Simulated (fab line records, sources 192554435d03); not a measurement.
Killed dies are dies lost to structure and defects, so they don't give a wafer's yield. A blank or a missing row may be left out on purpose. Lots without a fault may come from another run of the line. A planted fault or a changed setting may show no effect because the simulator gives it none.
fab line records | flow n5_finfet
record lots=6 wafers=18 last_day=18
route steps=1938 shown BEOL_M4@1088 PASSIVATION@1936
lots that met no fault: from a run of the same line without faults
start_h: hours from the record's first day to the start of the lot's first wafer shown | wait_h: hours since the lot's step before | " the same as in the row above | L1.1+2: a row that stands for several wafers | - no value, or no start given | * or withheld: withheld | < > ~ a bound
route shown NAME@n: a module of which the file shows steps, and the number in the route of the first | usual: mean/standard deviation of fault-free wafers | same: alike in all rows | chamber/n: place in a boat | sites: the reading at each site | _std_site: their standard deviation | _edge_site: outer sites' mean less inner sites' | radius_mm: how far each site lies from the wafer's centre | mask NAME#n: copy n | behind: the tool/chamber that last shaped the wafer | hold: why the lot was held/for how many hours/how that ended | device: the transistor (n, p or np) that didn't switch | end of line: the same wafers' tests at the end of the route | a step without rows: its recipe alone | killed: dies lost to structure and defects at the first sort, not the wafer's yield | map: a wafer's dies, x killed, . not, _ none there
set.NAME: the setting as run; set.NAME@STEP: as run at that earlier step | model.NAME: the simulator's own value behind a step, which no gauge read
lots at some steps of the route; a table a step, a row a wafer
## steps
# step N5_BEOL_M4_SPUTTER_81
# recipe material=Cu target_thk_a=45 temp_c=-20 chamber_pressure_pa=0.07 power_w=withheld time_s=8.29
# step N5_BEOL_M4_ANNEAL_82
# recipe temp_c=400 time_s=240 ambient=vacuum
# step N5_BEOL_M4_SPUTTER_86
# recipe material=Cu target_thk_a=45 temp_c=-20 chamber_pressure_pa=0.07 power_w=withheld time_s=8.29
# step N5_BEOL_M4_ANNEAL_87
# recipe temp_c=400 time_s=240 ambient=vacuum
# usual heater_power_w=828/86
# columns lot.wafer tool chamber start_h wait_h heater_power_w
L288.1 pvd_sputter-02 - 189.66 0.0 994
L288.2 " - " " 862
L288.3 " - " " 995
L292.1 pvd_sputter-02 - 209.88 0.0 781
L292.3 " - " " 998
L292.6 " - " " 788
L295.1 pvd_sputter-02 - 226.49 0.0 874
L295.3 " - " " 1026
L295.6 " - " " 799
L296.1 pvd_sputter-01 - 237.36 0.0 838
L296.4 " - " " 800
L296.5 " - " " 695
L304.2 pvd_sputter-01 - 284.00 0.0 864
L304.3 " - " " 687
L304.6 " - " " 848
L307.1 pvd_sputter-03 - 303.82 0.0 808
L307.3 " - " " 783
L307.6 " - " " 779
# step N5_BEOL_M4_SPUTTER_88
# recipe material=Cu target_thk_a=45 temp_c=-20 chamber_pressure_pa=0.07 power_w=withheld time_s=8.29
# step N5_BEOL_M4_ANNEAL_89
# recipe temp_c=400 time_s=240 ambient=vacuum
# usual heater_power_w=828/84
# columns lot.wafer tool chamber start_h wait_h heater_power_w
L288.1 pvd_sputter-02 - 189.88 0.0 997
L288.2 " - " " 849
L288.3 " - " " 960
L292.1 pvd_sputter-02 - 210.10 0.0 805
L292.3 " - " " 972
L292.6 " - " " 806
L295.1 pvd_sputter-02 - 226.71 0.0 862
L295.3 " - " " 988
L295.6 " - " " 774
L296.1 pvd_sputter-01 - 237.58 0.0 855
L296.4 " - " " 784
L296.5 " - " " 689
L304.2 pvd_sputter-01 - 284.22 0.0 870
L304.3 " - " " 687
L304.6 " - " " 865
L307.1 pvd_sputter-03 - 304.04 0.0 800
L307.3 " - " " 780
L307.6 " - " " 790
# step N5_BEOL_M4_SPUTTER_90
# recipe material=Cu target_thk_a=45 temp_c=-20 chamber_pressure_pa=0.07 power_w=withheld time_s=8.29
# usual chamber_pressure_pa=0.07/0.00014 chuck_gas_flow_sccm=1.27/0.052 throttle_valve_pct=30.2/1
# columns lot.wafer tool chamber start_h wait_h chamber_pressure_pa chuck_gas_flow_sccm throttle_valve_pct
L288.1 pvd_sputter-02 - 190.02 0.1 0.06997 1.31 32.9
L288.2 " - " " 0.06984 1.19 28.1
L288.3 " - " " 0.07005 1.21 30.4
L292.1 pvd_sputter-02 - 210.24 0.1 0.06998 1.24 29.9
L292.3 " - " " 0.07007 1.29 30.6
L292.6 " - " " 0.07 1.33 30.0
L295.1 pvd_sputter-02 - 226.85 0.1 0.06997 1.32 28.1
L295.3 " - " " 0.07004 1.28 33.0
L295.6 " - " " 0.06999 1.34 30.2
L296.1 pvd_sputter-01 - 237.72 0.1 0.07004 1.25 30.7
L296.4 " - " " 0.07023 1.30 29.7
L296.5 " - " " 0.06985 1.35 30.1
L304.2 pvd_sputter-01 - 284.36 0.1 0.06996 1.23 30.5
L304.3 " - " " 0.07019 1.29 29.7
L304.6 " - " " 0.06968 1.21 30.4
L307.1 pvd_sputter-03 - 304.18 0.1 0.06972 1.18 29.9
L307.3 " - " " 0.06982 1.21 30.5
L307.6 " - " " 0.06999 1.25 30.2
# step N5_BEOL_M4_ANNEAL_91
# recipe temp_c=400 time_s=240 ambient=vacuum
# usual heater_power_w=828/88
# columns lot.wafer tool chamber start_h wait_h heater_power_w
L288.1 pvd_sputter-02 - 190.10 0.0 998
L288.2 " - " " 867
L288.3 " - " " 962
L292.1 pvd_sputter-02 - 210.32 0.0 794
L292.3 " - " " 984
L292.6 " - " " 816
L295.1 pvd_sputter-02 - 226.93 0.0 869
L295.3 " - " " 1037
L295.6 " - " " 787
L296.1 pvd_sputter-01 - 237.80 0.0 858
L296.4 " - " " 798
L296.5 " - " " 711
L304.2 pvd_sputter-01 - 284.44 0.0 867
L304.3 " - " " 695
L304.6 " - " " 847
L307.1 pvd_sputter-03 - 304.26 0.0 806
L307.3 " - " " 776
L307.6 " - " " 769
# step N5_BEOL_M4_SPUTTER_92
# recipe material=Cu target_thk_a=45 temp_c=-20 chamber_pressure_pa=0.07 power_w=withheld time_s=8.29
# usual chamber_pressure_pa=0.07/0.00013 chuck_gas_flow_sccm=1.27/0.048 throttle_valve_pct=30.2/1
# columns lot.wafer tool chamber start_h wait_h chamber_pressure_pa chuck_gas_flow_sccm throttle_valve_pct
L288.1 pvd_sputter-02 - 190.24 0.1 0.06982 1.19 33.1
L288.2 " - " " 0.07001 1.23 27.8
L288.3 " - " " 0.06989 1.24 30.4
L292.1 pvd_sputter-02 - 210.46 0.1 0.07005 1.31 30.1
L292.3 " - " " 0.0697 1.24 30.5
L292.6 " - " " 0.06987 1.32 30.1
L295.1 pvd_sputter-02 - 227.07 0.1 0.06995 1.23 28.2
L295.3 " - " " 0.07007 1.36 33.2
L295.6 " - " " 0.06964 1.26 30.1
L296.1 pvd_sputter-01 - 237.94 0.1 0.06993 1.37 30.8
L296.4 " - " " 0.06987 1.25 29.8
L296.5 " - " " 0.07021 1.30 29.7
L304.2 pvd_sputter-01 - 284.58 0.1 0.07012 1.26 30.6
L304.3 " - " " 0.06991 1.29 29.7
L304.6 " - " " 0.06998 1.23 30.7
L307.1 pvd_sputter-03 - 304.40 0.1 0.07018 1.38 29.8
L307.3 " - " " 0.07006 1.28 30.5
L307.6 " - " " 0.07022 1.26 30.4
# step N5_BEOL_M4_ANNEAL_93
# recipe temp_c=400 time_s=240 ambient=vacuum
# step N5_BEOL_M4_SPUTTER_94
# recipe material=Cu target_thk_a=45 temp_c=-20 chamber_pressure_pa=0.07 power_w=withheld time_s=8.29
# step N5_BEOL_M4_ANNEAL_95
# recipe temp_c=400 time_s=240 ambient=vacuum
# step N5_BEOL_M4_SPUTTER_96
# recipe material=Cu target_thk_a=45 temp_c=-20 chamber_pressure_pa=0.07 power_w=withheld time_s=8.29
# usual chamber_pressure_pa=0.07002/0.00012 chuck_gas_flow_sccm=1.27/0.048 throttle_valve_pct=30.2/1
# columns lot.wafer tool chamber start_h wait_h chamber_pressure_pa chuck_gas_flow_sccm throttle_valve_pct
L288.1 pvd_sputter-02 - 190.68 0.1 0.07017 1.27 33.2
L288.2 " - " " 0.07014 1.28 28.1
L288.3 " - " " 0.07013 1.20 30.7
L292.1 pvd_sputter-02 - 210.90 0.1 0.06995 1.30 30.2
L292.3 " - " " 0.06992 1.25 30.4
L292.6 " - " " 0.06998 1.28 30.2
L295.1 pvd_sputter-02 - 227.51 0.1 - - -
L295.3 " - " " - - -
L295.6 " - " " - - -
L296.1 pvd_sputter-01 - 238.38 0.1 - - -
L296.4 " - " " - - -
L296.5 " - " " - - -
L304.2 pvd_sputter-01 - 285.02 0.1 0.07009 1.27 30.7
L304.3 " - " " 0.0703 1.32 29.5
L304.6 " - " " 0.06988 1.31 30.5
L307.1 pvd_sputter-03 - 304.84 0.1 0.06998 1.26 30.0
L307.3 " - " " 0.06982 1.22 30.5
L307.6 " - " " 0.07008 1.19 30.4
# step N5_BEOL_M4_ECD_50
# recipe material=Cu target_thk_a=3000
# step N5_BEOL_M4_RC_MEAS_101
# usual DIBL_N=36.4/1.4 DIBL_P=36.3/1.8 IOFF_N=0.163/0.024 IOFF_P=0.21/0.034 ION_N=673/11 ION_P=461/7.4 SS_N=71.6/0.52 SS_P=73.3/0.58 VT_N=249.4/2.5 VT_P=-250/3.5
# columns lot.wafer tool chamber start_h wait_h DIBL_N[mV/V] DIBL_P[mV/V] IOFF_N[nA/um] IOFF_P[nA/um] ION_N[uA/um] ION_P[uA/um] SS_N[mV/dec] SS_P[mV/dec] VT_N[mV] VT_P[mV]
L288.1 prober-02 0 191.89 0.0 38.0 37.4 0.181 0.27 675 467 72.0 73.6 246.9 -244
L288.2 " 0 " " 37.2 37.0 0.161 0.24 681 472 71.9 73.4 249.2 -246
L288.3 " 0 " " 37.8 37.5 0.179 0.27 684 478 72.3 73.7 246.0 -244
L292.1 prober-02 0 212.28 0.0 35.1 36.5 0.148 0.23 663 463 71.6 73.5 250.2 -251
L292.3 " 0 " " 35.9 36.8 0.160 0.24 678 469 71.8 74.0 249.4 -247
L292.6 " 0 " " 35.7 36.5 0.161 0.23 669 465 72.0 73.3 250.6 -249
L295.1 prober-01 0 228.77 0.0 37.1 36.4 0.171 0.21 697 468 72.2 73.7 247.3 -251
L295.3 " 0 " " 34.6 33.9 0.134 0.18 672 461 71.6 73.0 252.5 -252
L295.6 " 0 " " 33.0 31.1 0.109 0.15 673 466 71.1 72.8 252.5 -255
L296.1 prober-01 0 239.59 0.0 35.9 35.9 0.157 0.20 669 457 71.4 73.5 248.8 -250
L296.4 " 0 " " 35.0 35.1 0.149 0.20 669 457 70.9 73.9 249.8 -250
L296.5 " 0 " " 38.5 39.9 0.225 0.28 694 471 72.7 73.8 243.7 -246
L304.2 prober-01 0 286.57 0.2 37.4 37.1 0.166 0.23 674 464 72.2 73.5 248.7 -248
L304.3 " 0 " " 38.9 38.8 0.193 0.27 688 467 71.9 73.6 249.4 -247
L304.6 " 0 " " 39.5 39.1 0.201 0.27 686 471 72.2 74.1 247.1 -244
L307.1 prober-01 0 305.94 0.0 40.2 38.5 0.211 0.29 689 475 72.2 73.4 247.9 -243
L307.3 " 0 " " 39.1 37.0 0.180 0.26 666 461 72.6 73.1 249.2 -245
L307.6 " 0 " " 40.0 37.8 0.204 0.29 683 471 72.2 74.0 246.8 -245
# step N5_PASSIVATION_PROBE_49
# usual defect_limited_yield=91.4/1.6 killed_at_M0_to_M3=34/12 killed_at_M4_up=13/5.2 killed_at_contacts=11/5.5 killed_at_front_end=40/13 killed_at_other=3.4/2.7 killed_dies=102/19 killed_open=66/15 killed_short=33/7.9 sort_bin_5_function=5.1/1.1 sort_bin_6_memory=3.2/0.7 sort_n_pass=1078/19 sort_yield_pct=91.4/1.6
# same gross_dies=1180 killed_at_back_side=0 sort_bin_4_leakage[%]=0 sort_bin_8_speed[%]=0
# columns lot.wafer tool chamber start_h wait_h defect_limited_yield[%] killed_at_M0_to_M3 killed_at_M4_up killed_at_contacts killed_at_front_end killed_at_other killed_dies killed_open killed_short sort_bin_5_function[%] sort_bin_6_memory[%] sort_n_pass sort_yield_pct[%]
L295.1 prober-02 - 341.60 0.0 89.1 54 23 13 35 4 129 77 41 6.7 3.7 1051 89.1
L295.3 prober-02 - 341.70 0.1 88.7 66 18 15 33 1 133 84 44 6.9 3.8 1047 88.7
L295.6 prober-02 - 341.85 0.3 90.0 34 21 22 37 4 118 78 35 5.5 4.2 1062 90.0
L296.1 prober-01 - 357.07 0.0 90.7 18 20 5 67 0 110 71 27 5.7 3.4 1070 90.7
L296.4 prober-01 - 357.22 0.2 91.7 35 22 4 35 2 98 66 24 4.7 3.3 1082 91.7
L296.5 prober-01 - 357.27 0.2 89.7 35 13 10 55 8 121 78 36 5.6 4.4 1059 89.7
L304.6 prober-01 - 400.86 0.3 93.1 27 4 11 39 1 82 58 24 4.0 2.8 1098 93.1
# killed by level:class
L295.1 BEOL_M2:geometric_particle:open=19 BEOL_M0_SAQP:geometric_particle:short=13 MOL_CONTACT_COAG:geometric_particle:open=11 BEOL_M0_SAQP:geometric_particle:open=10 FIN_SAQP:geometric_particle:short=9 BEOL_M4:geometric_particle:open=9 BEOL_M4:interface_void_opened=7 FIN_SAQP:geometric_particle:open=5
L295.3 BEOL_M0_SAQP:geometric_particle:short=20 BEOL_M2:geometric_particle:open=20 BEOL_M0_SAQP:geometric_particle:open=16 MOL_CONTACT_COAG:geometric_particle:open=15 FIN_SAQP:geometric_particle:short=10 BEOL_M4:geometric_particle:open=8 STI_FIN_REVEAL:geometric_particle:open=6 BEOL_M3:geometric_particle:open=5
L295.6 MOL_CONTACT_COAG:geometric_particle:open=18 BEOL_M0_SAQP:geometric_particle:open=12 FIN_SAQP:geometric_particle:open=10 BEOL_M4:geometric_particle:open=10 BEOL_M3:geometric_particle:open=9 BEOL_M0_SAQP:geometric_particle:short=7 FIN_SAQP:geometric_particle:short=5 GATE_CUT:geometric_particle:open=5
L296.1 FIN_SAQP:geometric_particle:open=17 STI_FIN_REVEAL:geometric_particle:open=13 DUMMY_GATE:geometric_particle:open=10 BEOL_M4:interface_void_opened=10 BEOL_M3:geometric_particle:open=7 BEOL_M2:geometric_particle:open=6 FIN_SAQP:geometric_particle:short=5 BEOL_M4:geometric_particle:open=5
L296.4 BEOL_M2:geometric_particle:open=10 BEOL_M1:geometric_particle:open=9 STI_FIN_REVEAL:geometric_particle:open=8 BEOL_M0_SAQP:geometric_particle:open=8 BEOL_M4:geometric_particle:open=7 FIN_SAQP:geometric_particle:open=6 BEOL_M4:interface_void_opened=6 FIN_SAQP:geometric_particle:short=4
L296.5 STI_FIN_REVEAL:geometric_particle:open=22 BEOL_M2:geometric_particle:open=11 DUMMY_GATE:geometric_particle:open=10 MOL_CONTACT_COAG:geometric_particle:open=7 BEOL_M3:geometric_particle:open=7 FIN_SAQP:geometric_particle:open=5 BEOL_M4:interface_void_opened=5 FIN_SAQP:geometric_particle:short=4
L304.6 STI_FIN_REVEAL:geometric_particle:open=9 MOL_CONTACT_COAG:geometric_particle:open=9 DUMMY_GATE:geometric_particle:open=8 BEOL_M2:geometric_particle:open=6 BEOL_M1:geometric_particle:open=5 FIN_SAQP:geometric_particle:short=4 FIN_SAQP:geometric_particle:open=4 BEOL_M0_SAQP:geometric_particle:open=4
## key
first_sign step=N5_BEOL_M4_SPUTTER_96 reading=tool_record direction=missing
effect none on later readings
met_at N5_BEOL_M4_SPUTTER_96
struck_wafers L295.1,L295.3,L295.6,L296.1,L296.4,L296.5
onset_between 210.90 227.51
fault kind=skipped_step_whole tool=pvd_sputter-01,pvd_sputter-02 chamber=- onset_h=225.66 steps=N5_BEOL_M4_SPUTTER_96 scope=struck_lots_only
